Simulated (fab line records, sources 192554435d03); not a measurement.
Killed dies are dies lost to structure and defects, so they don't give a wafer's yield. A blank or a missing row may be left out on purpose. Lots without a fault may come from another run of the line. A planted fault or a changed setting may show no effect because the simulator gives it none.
A struck lot beside a sound one | flow n5_finfet | 35 steps out of a route of 1938
Sound: wafers L834.1, L834.3, L834.5. Struck: wafers L840.2, L840.5, L840.6. The cause comes at the end.
At each step with rows: each side's tool, then ch and its chambers, then its first start. Under that, the readings that differ: sound wafers | struck wafers | difference of the means | sigmas: that difference in standard deviations of wafers without a fault.
alike: readings whose means differ by less than 2 such deviations, and words and numbers that are the same on both sides. not compared: withheld readings, readings that some wafer has no value for, bounds like >300 that may hide the same value, and numbers for which the record gives no deviation and whose values overlap.
The two part at a step that has a row with sigmas, a row that says differs or no value, or rows on one side only. Numbers that don't overlap but have no deviation are shown without sigmas and don't part them. A reading that every wafer of one side lacks parts them only if that side has two wafers or more.

first, 9 steps without rows for these wafers: N5_PMOS_HMC_CHANNEL_EPI_EXPOSE_06 (exposes mask PMOS HMC BLK, target cd 240 nm); N5_PMOS_HMC_CHANNEL_EPI_PEB_07 (peb time 60 s); N5_PMOS_HMC_CHANNEL_EPI_DEVELOP_08 (develop time 30 s); N5_PMOS_HMC_CHANNEL_EPI_DESCUM_14 (chemistry O2, time 7.9 s); N5_PMOS_HMC_CHANNEL_EPI_ETCH_32 (etches BARC in N2/H2, stops on SiO2, target depth 85.8 nm, time 50.3 s); N5_PMOS_HMC_CHANNEL_EPI_HM_OPEN_15 (chemistry CHF3/O2, target SiO2, target depth 40.6 nm, time 20.3 s); N5_PMOS_HMC_CHANNEL_EPI_STRIP_33 (strips in N2/H2); N5_PMOS_HMC_CHANNEL_EPI_STRIP_17 (strips in SPM, time 750 s); N5_PMOS_HMC_CHANNEL_EPI_ETCH_38 (etches SiO2 in CF4, target depth 1.5 nm).
N5_PMOS_HMC_CHANNEL_EPI_FIN_RECESS_16: chemistry HBr/Cl2, target Si, target depth 54 nm, time 18 s.
  sound on rie_si-06 ch 1,2,3, day 3 23:56; struck on rie_si-03 ch 0,1,2, day 5 11:38
  alike: drypump_motor_current_A, oes_product_au, throttle_valve_pct
  not compared: rf_hours_counter_h
then, 24 steps without rows for these wafers: N5_PMOS_HMC_CHANNEL_EPI_PRECLEAN_36 (cleans in O3/DIW, time 45 s); N5_PMOS_HMC_CHANNEL_EPI_PRECLEAN_18 (cleans in DHF, time 30 s); N5_PMOS_HMC_CHANNEL_EPI_SRD_19 (time 30 s); N5_PMOS_HMC_CHANNEL_EPI_EPI_20 (deposits SiGe30, target thk 59 nm); N5_PMOS_HMC_CHANNEL_EPI_HM_STRIP_35 (strips SiO2 in dHF, material SiO2, target depth 39.6 nm, time 216 s); N5_PMOS_HMC_CHANNEL_EPI_SRD_39 (time 30 s); N5_PMOS_HMC_CHANNEL_EPI_CMP_21 (polishes SiGe30, target thk 54 nm); N5_PMOS_HMC_CHANNEL_EPI_PRECLEAN_40 (cleans in DHF, time 30 s); N5_PMOS_HMC_CHANNEL_EPI_PRECLEAN_37 (cleans in O3/DIW, time 45 s); N5_PMOS_HMC_CHANNEL_EPI_PRECLEAN_24 (cleans in DHF, time 30 s); N5_PMOS_HMC_CHANNEL_EPI_SRD_25 (time 30 s); N5_PMOS_HMC_CHANNEL_EPI_EPI_26 (deposits Si from SiH4/H2, target thk 3.8 nm, time 22.7 s); N5_FIN_SAQP_PRECLEAN_42 (cleans in O3/DIW, time 60 s); N5_FIN_SAQP_PRECLEAN_00 (cleans in SC1, time 60 s); N5_FIN_SAQP_PRECLEAN_44 (cleans in SC2, time 45 s); N5_FIN_SAQP_SRD_01 (time 30 s); N5_FIN_SAQP_ALD_61 (deposits SiO2, target thk 4 nm, pulse time 1 s, purge time 2 s); N5_FIN_SAQP_DENSIFY_62 (time 60 s); N5_FIN_SAQP_HM_DEP_03 (deposits SiNx from SiH4/NH3/N2, target thk 38 nm, time 33.6 s); N5_FIN_SAQP_PECVD_47 (deposits a-Si from SiH4/He, target thk 45 nm, time 36.3 s); N5_FIN_SAQP_PECVD_48 (deposits SiNx from SiH4/NH3/N2, target thk 25 nm, time 22.1 s); N5_FIN_SAQP_PECVD_06 (deposits a-Si from SiH4/He, target thk 60 nm, time 48.1 s); N5_FIN_SAQP_HM_DEP_72 (deposits SiO2 from SiH4/N2O, target thk 12 nm, time 7.2 s); N5_FIN_SAQP_COAT_49 (time 60 s, resist thk 100 nm).
-- the record jumps here: 10 days lie between the struck wafers' starts before and after (it left off in module FIN_SAQP and takes up again in module PASSIVATION, whose first step shown is number 1936 of the route) --
N5_PASSIVATION_PROBE_49:
  sound on prober-01, day 13 14:31; struck on prober-01, day 15 17:07
  reading                  | sound          | struck         | difference | sigmas
  defect_limited_yield (%) | 91.4 91.9 93.2 | 83.2 82.1 87.7 | -7.8       | -5
  killed_at_front_end      | 40 34 18       | 142 147 97     | +98        | +8
  killed_dies              | 102 96 80      | 198 211 145    | +92        | +5
  sort_bin_5_function (%)  | 4.8 4.7 3.9    | 10.8 10.5 8.4  | +5.4       | +6
  sort_n_pass              | 1078 1084 1100 | 982 969 1035   | -92        | -5
  sort_yield_pct (%)       | 91.4 91.9 93.2 | 83.2 82.1 87.7 | -7.8       | -5
  alike: killed_at_M0_to_M3, killed_at_M4_up, killed_at_contacts, killed_at_other, killed_open, killed_short, sort_bin_6_memory

WHERE THEY PART
Only at N5_PASSIVATION_PROBE_49, within this record.

WHY: what the simulator had put in
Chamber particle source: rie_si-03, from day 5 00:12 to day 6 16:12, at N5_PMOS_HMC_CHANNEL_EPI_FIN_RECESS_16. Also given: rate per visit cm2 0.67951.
